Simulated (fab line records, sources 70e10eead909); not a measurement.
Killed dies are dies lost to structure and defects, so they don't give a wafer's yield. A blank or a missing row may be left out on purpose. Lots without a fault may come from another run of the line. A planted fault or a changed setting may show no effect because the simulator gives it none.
fab line records | flow nand_harc
record lots=7 wafers=21 last_day=33
route steps=1302 shown THIN_TSV@1256 END@1302
lots that met no fault: from a run of the same line without faults
start_h: hours from the record's first day to the start of the lot's first wafer shown | wait_h: hours since the lot's step before | " the same as in the row above | L1.1+2: a row that stands for several wafers | - no value, or no start given | * or withheld: withheld | < > ~ a bound
route shown NAME@n: a module of which the file shows steps, and the number in the route of the first | usual: mean/standard deviation of fault-free wafers | same: alike in all rows | chamber/n: place in a boat | sites: the reading at each site | _std_site: their standard deviation | _edge_site: outer sites' mean less inner sites' | radius_mm: how far each site lies from the wafer's centre | mask NAME#n: copy n | behind: the tool/chamber that last shaped the wafer | hold: why the lot was held/for how many hours/how that ended | device: the transistor (n, p or np) that didn't switch | end of line: the same wafers' tests at the end of the route | a step without rows: its recipe alone | killed: dies lost to structure and defects at the first sort, not the wafer's yield | map: a wafer's dies, x killed, . not, _ none there
set.NAME: the setting as run; set.NAME@STEP: as run at that earlier step | model.NAME: the simulator's own value behind a step, which no gauge read
lots at some steps of the route; a table a step, a row a wafer
services: from which hour (start_h, from the record's first day; less than 0 if before it) a tool's chamber was out of use, for how many hours, and why
## steps
# step NHARC_THIN_TSV_EXPOSE_09
# recipe na=0.55 dose_mj=30.7 mask_id=TSV
# step NHARC_THIN_TSV_PEB_10
# recipe peb_temp_c=118 peb_time_s=85
# step NHARC_THIN_TSV_DEVELOP_11
# recipe time_s=70
# step NHARC_THIN_TSV_CD_MEAS_12
# recipe target_cd_nm=1000 landing_energy_ev=500
# usual cd_nm=1000.5/1.6
# columns lot.wafer tool chamber start_h wait_h cd_nm
L694.1 cd_sem-03 0 580.54 - 1002.1
L694.4 " 0 " " 1001.3
L694.5 " 0 " " 999.2
L697.1 cd_sem-02 0 636.45 - 1000.3
L697.2 " 0 " " 1003.3
L697.4 " 0 " " 1000.2
L698.1 cd_sem-03 0 637.69 - 1000.0
L698.5 " 0 " " 1000.3
L698.6 " 0 " " 1003.1
L699.1 cd_sem-02 0 646.60 - 1002.1
L699.2 " 0 " " 1001.6
L699.4 " 0 " " 999.3
L708.1 cd_sem-03 0 738.99 - 999.5
L708.2 " 0 " " 1002.9
L708.6 " 0 " " 1000.1
L709.3 cd_sem-01 0 765.96 - 999.6
L709.4 " 0 " " 999.2
L709.6 " 0 " " 1003.2
L710.1 cd_sem-03 0 772.50 - 1000.8
L710.2 " 0 " " 1001.0
L710.3 " 0 " " 1003.0
# step NHARC_THIN_TSV_HARDBAKE_13
# recipe temp_c=125 time_s=80
# step NHARC_THIN_TSV_DESCUM_14
# recipe time_s=3 o2_flow_sccm=200 ar_flow_sccm=0 bias_power_w=0 chemistry=O2
# usual drypump_motor_current_A=5.7/0.43 oes_product_au=1.000/0.0092 rf_vpp_V=57.9/0.79 showerhead_plenum_p_Torr=1.94/0.065 throttle_valve_pct=11.310/0.0086
# columns lot.wafer tool chamber start_h wait_h drypump_motor_current_A oes_product_au rf_hours_counter_h rf_vpp_V showerhead_plenum_p_Torr throttle_valve_pct
L694.1 rie_diel-05 1 580.71 - 6.3 1.017 8 57.2 1.95 11.320
L694.4 " 3 " " 5.4 0.996 - 56.8 1.86 11.314
L694.5 " 1 " " 6.3 1.004 - 58.3 1.94 11.304
L697.1 rie_diel-05 1 636.61 - 6.3 1.003 2 57.5 1.94 11.296
L697.2 " 2 " " 5.4 1.001 1 58.3 1.98 11.305
L697.4 " 3 " " 5.3 0.991 2 57.9 1.86 11.316
L698.1 rie_diel-05 2 637.85 - 5.5 0.988 1 56.4 1.98 11.322
L698.6 " 2 " " 5.5 0.995 - 57.4 1.98 11.304
L698.5 " 3 " " 5.3 0.977 - 58.2 1.86 11.314
L699.4 rie_diel-04 3 646.76 - 6.1 1.006 7 57.1 1.88 11.311
L699.2 " 0 " " 5.1 0.991 5 57.9 2.03 11.315
L699.1 " 2 " " 5.4 0.997 7 59.2 2.02 11.299
L708.2 rie_diel-04 1 739.16 - 6.2 0.992 1 58.6 2.00 11.294
L708.1 " 3 " " 6.1 1.006 1 57.8 1.88 11.310
L708.6 " 0 " " 5.1 0.990 - 58.1 2.03 11.322
L709.4 rie_diel-04 0 766.13 - 5.1 1.008 2 58.7 2.03 11.303
L709.3 " 1 " " 6.2 1.001 2 59.1 2.00 11.322
L709.6 " 0 " " 5.1 1.006 - 58.1 2.03 11.304
L710.2 rie_diel-04 2 772.66 - 5.4 1.008 3 57.9 2.02 11.310
L710.1 " 3 " " 6.1 1.012 3 57.7 1.88 11.322
L710.3 " 0 " " 5.1 1.006 3 57.4 2.03 11.300
# step NHARC_THIN_TSV_ETCH_44
# recipe target_depth_a=15942 time_s=797.1 cf4_flow_sccm=150 o2_flow_sccm=10 ar_flow_sccm=0 rf_w=300 bias_w=800 chemistry=CF4/O2
# usual drypump_motor_current_A=5.7/0.43 oes_product_au=1.000/0.012 rf_vpp_V=795/3.8 showerhead_plenum_p_Torr=1.85/0.058 throttle_valve_pct=16.913/0.0086
# columns lot.wafer tool chamber start_h wait_h drypump_motor_current_A oes_product_au rf_hours_counter_h rf_vpp_V showerhead_plenum_p_Torr throttle_valve_pct
L694.1 rie_diel-05 3 580.88 0.2 5.3 0.983 9 792 1.79 16.919
L694.4 " 2 " " 5.5 1.005 - 799 1.89 16.909
L694.5 " 3 " " 5.3 0.994 - 792 1.79 16.919
L697.4 rie_diel-05 0 636.70 0.1 5.5 1.000 2 792 1.80 16.910
L697.1 " 2 " " 5.5 0.980 1 798 1.89 16.915
L697.2 " 3 " " 5.3 0.978 2 791 1.79 16.910
L698.1 rie_diel-05 0 637.99 0.1 5.4 0.987 2 791 1.80 16.905
L698.5 " 3 " " 5.4 0.984 - 793 1.79 16.920
L698.6 " 0 " " 5.5 0.992 - 792 1.80 16.886
L699.2 rie_diel-04 3 646.84 0.1 6.1 1.011 7 792 1.80 16.918
L699.1 " 0 " " 5.1 1.001 5 800 1.94 16.903
L699.4 " 1 " " 6.2 1.000 6 800 1.91 16.933
L708.1 rie_diel-04 0 739.30 0.1 5.1 1.017 1 803 1.94 16.901
L708.2 " 2 " " 5.4 1.012 1 799 1.93 16.909
L708.6 " 0 " " 5.1 1.008 - 800 1.94 16.905
L709.3 rie_diel-04 2 766.20 0.1 5.4 1.008 2 800 1.93 16.923
L709.4 " 3 " " 6.1 1.027 2 792 1.80 16.907
L709.6 " 2 " " 5.4 1.015 - 801 1.93 16.919
L710.3 rie_diel-04 2 772.74 0.1 5.3 1.007 3 799 1.93 16.916
L710.1 " 3 " " 6.1 1.029 3 792 1.80 16.914
L710.2 " 0 " " 5.1 1.003 3 799 1.94 16.908
# step NHARC_THIN_TSV_ETCH_15
# recipe target_depth_a=30000 bosch_target_overetch_cycles=2 bosch_etch_step_s=2.8 bosch_dep_step_s=1.2 bosch_cycles=14
# usual drypump_motor_current_A=5.9/0.45
# same bosch_etch_step_s=2.8
# columns lot.wafer tool chamber start_h wait_h drypump_motor_current_A rf_hours_counter_h
L694.4 rie_si-02 2 581.50 - 6.6 0.8
L694.1 " 0 " " 5.6 0.8
L694.5 " 3 " " 5.2 -
L697.4 rie_si-01 1 637.27 - 5.9 0.6
L697.1 " 3 " " 6.1 0.5
L697.2 " 0 " " 5.6 0.2
L698.1 rie_si-03 0 638.54 - 5.5 0.3
L698.5 " 1 " " 6.7 -
L698.6 " 0 " " 5.5 -
L699.4 rie_si-02 0 647.41 - 5.6 0.0
L699.2 " 1 " " 5.2 0.0
L699.1 " 3 " " 5.2 0.0
L708.2 rie_si-01 3 739.81 - 6.1 0.0
L708.1 " 1 " " 5.9 0.1
L708.6 " 0 " " 5.6 -
L709.4 rie_si-03 2 766.78 - 5.6 0.1
L709.3 " 1 " " 6.7 0.0
L709.6 " 2 " " 5.6 -
L710.1 rie_si-03 2 773.32 - 5.6 0.1
L710.2 " 3 " " 5.7 0.1
L710.3 " 1 " " 6.7 0.1
# step NHARC_THIN_TSV_CD_MEAS_16
# usual cd_nm=1000.8/1.8
# columns lot.wafer tool chamber start_h wait_h cd_nm
L694.1 cd_sem-01 - 581.64 0.1 1003.7
L694.4 " - " " 1001.9
L694.5 " - " " 1001.0
L697.1 cd_sem-01 - 637.41 0.1 1001.2
L697.2 " - " " 1004.6
L697.4 " - " " 1001.0
L698.1 cd_sem-02 - 638.67 0.1 1001.5
L698.5 " - " " 1001.4
L698.6 " - " " 1003.7
L699.1 cd_sem-02 - 647.56 0.1 1001.5
L699.2 " - " " 1002.1
L699.4 " - " " 1000.1
L708.1 cd_sem-01 - 739.95 0.1 1000.6
L708.2 " - " " 1003.5
L708.6 " - " " 1000.7
L709.3 cd_sem-01 - 766.92 0.1 1000.6
L709.4 " - " " 999.4
L709.6 " - " " 1002.5
L710.1 cd_sem-03 - 773.46 0.1 1001.2
L710.2 " - " " 1001.8
L710.3 " - " " 1003.0
# step NHARC_THIN_TSV_STRIP_45
# recipe power_w=1500 temp_c=250 chemistry=O2
# usual drypump_motor_current_A=5.8/0.43 heater_power_w=346/55
# columns lot.wafer tool chamber start_h wait_h drypump_motor_current_A heater_power_w rf_hours_counter_h
L694.1 plasma_asher-01 1 581.71 0.1 5.9 425 9
L694.4 " 1 " " 5.9 415 -
L694.5 " 0 " " 6.4 341 -
L697.1 plasma_asher-02 1 637.48 0.1 5.4 303 35
L697.2 " 0 " " 5.4 259 35
L697.4 " 0 " " 5.5 256 -
L698.1 plasma_asher-01 1 638.75 0.1 5.9 414 19
L698.6 " 1 " " 5.9 403 -
L698.5 " 0 " " 6.4 347 -
L699.2 plasma_asher-02 1 647.71 0.1 5.4 328 0
L699.1 " 0 " " 5.4 273 0
L699.4 " 0 " " 5.4 278 -
L708.1 plasma_asher-01 0 740.03 0.1 6.4 346 7
L708.2 " 1 " " 5.9 428 7
L708.6 " 1 " " 5.9 435 -
L709.4 plasma_asher-02 0 767.09 0.2 5.4 279 -
L709.3 " 1 " " 5.4 309 -
L709.6 " 0 " " 5.4 268 -
L710.1 plasma_asher-02 0 773.54 0.1 5.4 268 30
L710.2 " 1 " " 5.4 325 30
L710.3 " 0 " " 5.4 272 -
# step NHARC_THIN_TSV_STRIP_46
# recipe time_s=1200 temp_c=72.5 chemistry=post_etch_residue_remover
# step NHARC_THIN_TSV_DEP_47
# recipe target_thk_a=2000 temp_c=withheld pressure_torr=6.5 rf_w=900 teos_flow_sccm=161.4 flow_sccm=2650 target_thk_nm=200 gas=O2 material=SiO2
# step NHARC_THIN_TSV_ETCHBACK_48
# recipe target_depth_a=10285 over_etch_frac=0.3 time_s=405.17 ion_energy_ev=250 c4f8_flow_sccm=withheld ar_flow_sccm=withheld rf_w=600 bias_w=300 chemistry=C4F8/Ar
# usual bias_w=300.0/0.91 chamber_pressure_mTorr=24.999/0.024 oes_product_au=0.95/0.033 rf_vpp_V=547.5/2.6
# columns lot.wafer tool chamber start_h wait_h bias_w chamber_pressure_mTorr oes_product_au rf_hours_counter_h rf_vpp_V
L694.4 rie_diel-01 0 582.99 - 300.2 24.998 1.01 1 547.2
L694.1 " 1 " " 300.9 25.000 1.01 1 545.2
L694.5 " 3 " " 299.9 25.023 0.99 - 545.7
L697.2 rie_diel-01 0 638.69 - - - - - -
L697.1 " 1 " " - - - - -
L697.4 " 3 " " - - - - -
L698.1 rie_diel-04 2 639.99 - - - - - -
L698.5 " 1 " " - - - - -
L698.6 " 2 " " - - - - -
L699.2 rie_diel-04 1 648.92 - - - - - -
L699.4 " 2 " " - - - - -
L699.1 " 0 " " - - - - -
L708.1 rie_diel-04 0 741.28 - 301.4 25.075 0.97 1 552.4
L708.2 " 2 " " 300.6 24.974 0.99 1 550.0
L708.6 " 1 " " 300.2 24.943 0.96 - 549.8
L709.3 rie_diel-04 1 768.20 - 299.8 24.979 0.93 2 549.9
L709.4 " 2 " " 298.7 25.031 0.94 2 551.3
L709.6 " 1 " " 299.4 24.979 0.92 - 549.1
L710.3 rie_diel-01 1 774.75 - 300.9 24.987 0.94 1 544.8
L710.1 " 3 " " 299.7 25.000 0.99 2 546.4
L710.2 " 0 " " 301.4 25.001 0.99 2 545.9
# step NHARC_THIN_TSV_STRIP_62
# recipe power_w=1500 temp_c=250 time_s=20 chemistry=N2/H2
# usual drypump_motor_current_A=5.9/0.42 heater_power_w=355/53
# columns lot.wafer tool chamber start_h wait_h drypump_motor_current_A heater_power_w rf_hours_counter_h
L694.1 plasma_asher-01 1 583.57 - 5.9 412 10
L694.4 " 1 " " 5.9 429 -
L694.5 " 1 " " 5.9 412 -
L697.2 plasma_asher-01 0 639.05 0.3 6.4 348 20
L697.1 " 1 " " 5.9 418 20
L697.4 " 0 " " 6.4 350 -
L698.1 plasma_asher-01 1 640.32 0.3 5.9 408 20
L698.5 " 1 " " 5.9 418 -
L698.6 " 0 " " 6.4 345 -
L699.2 plasma_asher-01 1 649.27 0.3 5.9 409 24
L699.1 " 0 " " 6.4 347 24
L699.4 " 1 " " 5.9 417 -
L708.1 plasma_asher-02 0 741.64 - 5.4 273 22
L708.2 " 1 " " 5.4 313 22
L708.6 " 0 " " 5.4 274 -
L709.3 plasma_asher-02 0 768.60 - 5.4 264 -
L709.4 " 1 " " 5.4 321 -
L709.6 " 0 " " 5.5 277 -
L710.1 plasma_asher-02 1 775.10 - 5.4 324 30
L710.2 " 0 " " 5.4 275 30
L710.3 " 0 " " 5.5 267 -
# step NHARC_END_SORT_01
# recipe temp_c=25
# usual defect_limited_yield=91.6/2.5 killed_at_array=52/18 killed_at_other=1.2/1.5 killed_at_periphery=4/3.2 killed_dies=57/17 killed_open=3.1/1.9 killed_short=2.5/1.7 sort_bin_2_pct=3.0/1.1 sort_bin_3_pct=0.6/0.36 sort_bin_4_pct=4.9/1.5 sort_n_pass=620/17 sort_rim_yield_pct=91/3.8 sort_yield_pct=91.6/2.5
# same gross_dies=677 sort_bin_5_pct[%]=0 sort_bin_6_pct[%]=0 sort_bin_7_pct[%]=0 sort_bin_8_pct[%]=0 sort_rim_n_gross=106.00
# columns lot.wafer tool chamber start_h wait_h defect_limited_yield[%] killed_at_array killed_at_other killed_at_periphery killed_dies killed_open killed_short sort_bin_2_pct[%] sort_bin_3_pct[%] sort_bin_4_pct[%] sort_n_pass sort_rim_yield_pct[%] sort_yield_pct[%]
L698.1 prober-02 0 654.82 2.5 0 88 586 3 677 6 4 92.0 1.2 6.8 0 0 0
L698.5 prober-02 0 657.99 3.7 0 81 595 1 677 3 1 92.9 0.7 6.4 0 0 0
L698.6 prober-02 0 658.78 4.0 0 89 585 3 677 2 2 92.3 0.9 6.8 0 0 0
L697.1 prober-01 0 655.24 2.5 0 37 630 10 677 8 1 95.3 0 4.7 0 0 0
L697.2 prober-01 0 656.04 2.8 0 29 644 4 677 3 2 97.2 0.1 2.7 0 0 0
L697.4 prober-01 0 657.65 3.4 0 23 651 3 677 1 3 97.2 0.4 2.4 0 0 0
L699.1 prober-02 0 663.56 2.5 0 50 626 1 677 10 1 94.8 0.3 4.9 0 0 0
L699.2 prober-02 0 664.35 2.8 0 41 632 4 677 5 3 95.3 0.3 4.4 0 0 0
L699.4 prober-02 0 665.93 3.4 0 44 630 3 677 0 4 94.8 0.6 4.6 0 0 0
# killed by level:class
L698.1 THIN_TSV:area_etchback=586 A_SLIT:chamber_film_flake=32 A_CHANNEL_HOLE_D1:chamber_film_flake=25 A_CHANNEL_HOLE_D2:chamber_film_flake=15 A_STAIRCASE:chamber_film_flake=5 A_CHANNEL_FILL_D1:geometric_particle:open=2 A_ONON_D1:geometric_particle:short=1 A_DECK1_JOINT:geometric_particle:short=1
L697.1 THIN_TSV:area_etchback=629 A_CHANNEL_HOLE_D2:chamber_film_flake=12 A_CHANNEL_HOLE_D1:chamber_film_flake=7 A_STAIRCASE:chamber_film_flake=7 P_CONTACT:chamber_film_flake=5 A_CHANNEL_FILL_D2:chamber_film_flake=3 P_GATE:geometric_particle:open=1 P_M0:geometric_particle:open=1
L697.2 THIN_TSV:area_etchback=644 A_CHANNEL_HOLE_D2:chamber_film_flake=9 A_STAIRCASE:chamber_film_flake=6 A_CHANNEL_HOLE_D1:chamber_film_flake=4 A_SLIT:chamber_film_flake=3 P_CONTACT:chamber_film_flake=2 A_CONTACT:chamber_film_flake=2 P_M0:geometric_particle:open=1
L697.4 THIN_TSV:area_etchback=651 A_CHANNEL_HOLE_D2:chamber_film_flake=7 A_CHANNEL_HOLE_D1:chamber_film_flake=4 P_CONTACT:chamber_film_flake=3 A_STAIRCASE:chamber_film_flake=3 A_ONON_D1:geometric_particle:short=2 A_SLIT:chamber_film_flake=2 A_CONTACT:chamber_film_flake=2
L698.5 THIN_TSV:area_etchback=595 A_SLIT:chamber_film_flake=35 A_CHANNEL_HOLE_D1:chamber_film_flake=17 A_CHANNEL_HOLE_D2:chamber_film_flake=13 A_CONTACT:chamber_film_flake=6 A_STAIRCASE:chamber_film_flake=4 A_WL_FILL:chamber_film_flake=2 P_GATE:geometric_particle:open=1
L698.6 THIN_TSV:area_etchback=585 A_SLIT:chamber_film_flake=34 A_CHANNEL_HOLE_D1:chamber_film_flake=29 A_CHANNEL_HOLE_D2:chamber_film_flake=13 A_STAIRCASE:chamber_film_flake=3 A_CHANNEL_FILL_D2:chamber_film_flake=2 A_CONTACT:chamber_film_flake=2 A_SOURCE_PLATE:geometric_particle:short=1
L699.1 THIN_TSV:area_etchback=624 A_CHANNEL_HOLE_D1:chamber_film_flake=24 A_CONTACT:chamber_film_flake=11 A_CHANNEL_HOLE_D2:chamber_film_flake=4 A_CHANNEL_FILL_D2:geometric_particle:open=3 A_SOURCE_PLATE:geometric_particle:open=2 A_WL_FILL:chamber_film_flake=2 P_M0:geometric_particle:open=1
L699.2 THIN_TSV:area_etchback=632 A_CHANNEL_HOLE_D1:chamber_film_flake=22 A_CHANNEL_HOLE_D2:chamber_film_flake=3 P_ZERO_WELL:chamber_film_flake=2 A_CHANNEL_FILL_D1:chamber_film_flake=2 A_STAIRCASE:chamber_film_flake=2 A_CONTACT:chamber_film_flake=2 A_BONDPAD:chamber_film_flake=2
L699.4 THIN_TSV:area_etchback=627 A_CHANNEL_HOLE_D1:chamber_film_flake=31 A_CONTACT:chamber_film_flake=8 A_CHANNEL_HOLE_D2:chamber_film_flake=3 THIN_TSV:chamber_film_flake=3 P_STI:geometric_particle:short=2 A_DECK1_JOINT:geometric_particle:short=1 A_M0:geometric_particle:short=1
# map L697.1 (x killed, . not)
____________x____________
_________xxxxxxx_________
_______xxxxxxxxxxx_______
______xxxxxxxxxxxxx______
_____xxxxxxxxxxxxxxx_____
____xxxxxxxxxxxxxxxxx____
____xxxxxxxxxxxxxxxxx____
___xxxxxxxxxxxxxxxxxxx___
___xxxxxxxxxxxxxxxxxxx___
__xxxxxxxxxxxxxxxxxxxxx__
__xxxxxxxxxxxxxxxxxxxxx__
_xxxxxxxxxxxxxxxxxxxxxxx_
_xxxxxxxxxxxxxxxxxxxxxxx_
_xxxxxxxxxxxxxxxxxxxxxxx_
_xxxxxxxxxxxxxxxxxxxxxxx_
_xxxxxxxxxxxxxxxxxxxxxxx_
xxxxxxxxxxxxxxxxxxxxxxxxx
xxxxxxxxxxxxxxxxxxxxxxxxx
xxxxxxxxxxxxxxxxxxxxxxxxx
xxxxxxxxxxxxxxxxxxxxxxxxx
xxxxxxxxxxxxxxxxxxxxxxxxx
_xxxxxxxxxxxxxxxxxxxxxxx_
_xxxxxxxxxxxxxxxxxxxxxxx_
_xxxxxxxxxxxxxxxxxxxxxxx_
_xxxxxxxxxxxxxxxxxxxxxxx_
_xxxxxxxxxxxxxxxxxxxxxxx_
__xxxxxxxxxxxxxxxxxxxxx__
__xxxxxxxxxxxxxxxxxxxxx__
___xxxxxxxxxxxxxxxxxxx___
___xxxxxxxxxxxxxxxxxxx___
____xxxxxxxxxxxxxxxxx____
____xxxxxxxxxxxxxxxxx____
_____xxxxxxxxxxxxxxx_____
______xxxxxxxxxxxxx______
_______xxxxxxxxxxx_______
_________xxxxxxx_________
____________x____________
# map L698.1 (x killed, . not)
____________x____________
_________xxxxxxx_________
_______xxxxxxxxxxx_______
______xxxxxxxxxxxxx______
_____xxxxxxxxxxxxxxx_____
____xxxxxxxxxxxxxxxxx____
____xxxxxxxxxxxxxxxxx____
___xxxxxxxxxxxxxxxxxxx___
___xxxxxxxxxxxxxxxxxxx___
__xxxxxxxxxxxxxxxxxxxxx__
__xxxxxxxxxxxxxxxxxxxxx__
_xxxxxxxxxxxxxxxxxxxxxxx_
_xxxxxxxxxxxxxxxxxxxxxxx_
_xxxxxxxxxxxxxxxxxxxxxxx_
_xxxxxxxxxxxxxxxxxxxxxxx_
_xxxxxxxxxxxxxxxxxxxxxxx_
xxxxxxxxxxxxxxxxxxxxxxxxx
xxxxxxxxxxxxxxxxxxxxxxxxx
xxxxxxxxxxxxxxxxxxxxxxxxx
xxxxxxxxxxxxxxxxxxxxxxxxx
xxxxxxxxxxxxxxxxxxxxxxxxx
_xxxxxxxxxxxxxxxxxxxxxxx_
_xxxxxxxxxxxxxxxxxxxxxxx_
_xxxxxxxxxxxxxxxxxxxxxxx_
_xxxxxxxxxxxxxxxxxxxxxxx_
_xxxxxxxxxxxxxxxxxxxxxxx_
__xxxxxxxxxxxxxxxxxxxxx__
__xxxxxxxxxxxxxxxxxxxxx__
___xxxxxxxxxxxxxxxxxxx___
___xxxxxxxxxxxxxxxxxxx___
____xxxxxxxxxxxxxxxxx____
____xxxxxxxxxxxxxxxxx____
_____xxxxxxxxxxxxxxx_____
______xxxxxxxxxxxxx______
_______xxxxxxxxxxx_______
_________xxxxxxx_________
____________x____________
## services
# columns tool chamber start_h hours kind
rie_si-01 1 556.92 10.1 repair
rie_diel-01 - 557.80 9.0 pm
rie_diel-05 0 572.87 14.0 repair
rie_si-03 - 575.00 9.0 pm
rie_diel-05 - 583.60 9.0 pm
rie_diel-04 1 584.49 7.1 repair
rie_si-01 0 596.78 34.1 repair
rie_diel-04 0 603.18 10.1 repair
rie_diel-05 2 617.42 7.7 repair
rie_diel-01 0 621.67 9.4 repair
rie_si-03 3 637.73 7.5 repair
plasma_asher-02 - 638.71 9.0 pm
rie_diel-05 0 656.66 4.6 repair
rie_diel-04 - 695.62 0.9 repair
plasma_asher-01 - 696.89 9.0 pm
rie_diel-04 - 708.90 9.0 pm
rie_diel-01 - 734.80 9.0 pm
rie_diel-05 0 749.56 19.8 repair
rie_si-03 - 752.00 9.0 pm
rie_diel-05 - 760.60 9.0 pm
plasma_asher-02 - 764.74 0.6 repair
rie_diel-01 1 767.85 5.1 repair
rie_diel-01 2 769.98 4.1 repair
plasma_asher-01 - 773.01 5.7 repair
## key
first_sign step=NHARC_THIN_TSV_ETCHBACK_48 reading=tool_record direction=missing
effect step=NHARC_END_SORT_01 reading=killed_at_other direction=up sigmas=99+ usual=1.2 struck=619.9
more_kills_born_at NHARC_THIN_TSV_ETCHBACK_48@rie_diel-04=3649 NHARC_THIN_TSV_ETCHBACK_48@rie_diel-01=1924
met_at NHARC_THIN_TSV_ETCHBACK_48
struck_wafers L697.1,L697.2,L697.4,L698.1,L698.5,L698.6,L699.1,L699.2,L699.4
later_rows_left_out L697.1,L697.2,L697.4,L698.1,L698.5,L698.6,L699.1,L699.2,L699.4
onset_between 582.99 638.69
fault kind=skipped_step_whole tool=rie_diel-01,rie_diel-04 chamber=- onset_h=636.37 steps=NHARC_THIN_TSV_ETCHBACK_48 scope=struck_lots_only
# later_rows_left_out: the simulator's readings of these wafers behind a module that went badly wrong aren't trusted and aren't shown, but for the sort
